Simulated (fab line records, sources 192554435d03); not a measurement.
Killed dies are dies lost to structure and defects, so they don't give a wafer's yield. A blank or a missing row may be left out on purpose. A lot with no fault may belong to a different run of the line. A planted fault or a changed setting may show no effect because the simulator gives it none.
Code-filled problem report in 8D (eight disciplines) form	flow n5-finfet	the parts of the form that need people (team, actions taken, sign-off) are left out

## 1. WHAT IS WRONG
Wafers without a fault read 55.2 nm, standard deviation 1; trench-depth-nm at N5_BEOL_M3_OCD_MEAS_38 reads a mean of 60.0 nm on 6 wafers belonging to 2 lots. That puts it +4.8 standard deviations away from the usual mean.
Seen first at day 8 18:00 on ocd-02, wafer L975.2. The record holds 27 wafers of 9 lots with a number at this step. Rule for "out" (also "out of limits"): further than 4 standard deviations from the usual mean. Any other wafer with a number is counted as sound.

## 2. WHAT IT IS; WHAT IT IS NOT
question	is	is not
which readings at this step	trench-depth-nm	-
which lots	L975, L978	L971, L973, L984, L986, L989, L991, L992
which wafers of those lots	all that have a number	-
read on which gauges	ocd-01, ocd-02	-
when	from day 8 18:00	up to then (6 sound wafers); but 15 sound wafers of L984, L986, L989, L991, L992 came after

## 3. SUSPECTS, AND WHAT RULES EACH OUT
Counting: a tool at any process step up to the reading remains a suspect when it ran all the lots that are out and ran no sound lot after the first of those.
- the gauge at N5_BEOL_M3_OCD_MEAS_38 is ruled out. 2 gauges (ocd-01, ocd-02) read the wafers that are out.
- rie-diel-05 at N5_BEOL_M3_ETCH_64 (etches SOC in N2/H2, target depth 75 nm, overetch 15 nm, time 112.5 s): ruled out as a lasting fault. Sound lots L984, L986, L992 ran on it after its first lot that is out, L975 (day 8 13:51).
- rie-diel-02 at N5_BEOL_M3_TRENCH_ETCH_37 (etches SiOC in C4F6/O2, target depth 55.555 nm, time 29.2 s): ruled out as a lasting fault. Sound lots L989, L992 ran on it after its first lot that is out, L975 (day 8 17:51).
Left after counting: nothing in the record.

## 4. THE CAUSE (what the simulator had put in)
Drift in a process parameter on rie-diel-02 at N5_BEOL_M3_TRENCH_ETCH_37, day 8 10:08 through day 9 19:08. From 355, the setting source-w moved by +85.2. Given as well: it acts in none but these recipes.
The count ruled it out by mistake, since the rule takes a fault to strike every lot its tool runs from the start of the fault on, and this one did not do so.

## 5. THE EFFECT CHAIN, in route order
Each row: a reading where the mean over the struck wafers with a number is more than 3 standard deviations away from the usual. Only readings whose record carries a usual standard deviation are examined. hours: median over the lots of the time between each lot's start at the first step of this table that gives one and its start at this step. sigmas: the change, counted in usual standard deviations.
hours	step	reading	usual	on struck wafers	change	sigmas
0	N5_BEOL_M3_TRENCH_ETCH_37	rf-fwd-power-W	350.0 W	434.1	+84.1	+37
0	N5_BEOL_M3_TRENCH_ETCH_37	rf-vpp-V	662 V	598	-64	-7.0
0	N5_BEOL_M3_OCD_MEAS_38	trench-depth-nm	55.2 nm	60.0	+4.8	+4.8
It contains these process steps:
- N5_BEOL_M3_TRENCH_ETCH_37: etches SiOC in C4F6/O2, target depth 55.555 nm, time 29.2 s.
At these later measuring or inspecting steps, every struck wafer for which the step has a row has a number for every such reading, and none has moved that far: N5_BEOL_M4_RC_MEAS_101.

## 6. WHAT WOULD HAVE CAUGHT IT SOONER
The first out-of-limits reading at a measuring or inspecting step in this record came at day 8 18:00, 8 hours after the fault's start at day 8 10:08.
At N5_BEOL_M3_TRENCH_ETCH_37, the tool's own readings (rf-fwd-power-W, rf-vpp-V) were out on each struck wafer the step has a row for, so an alarm limit on them would have fired on the first such wafer.
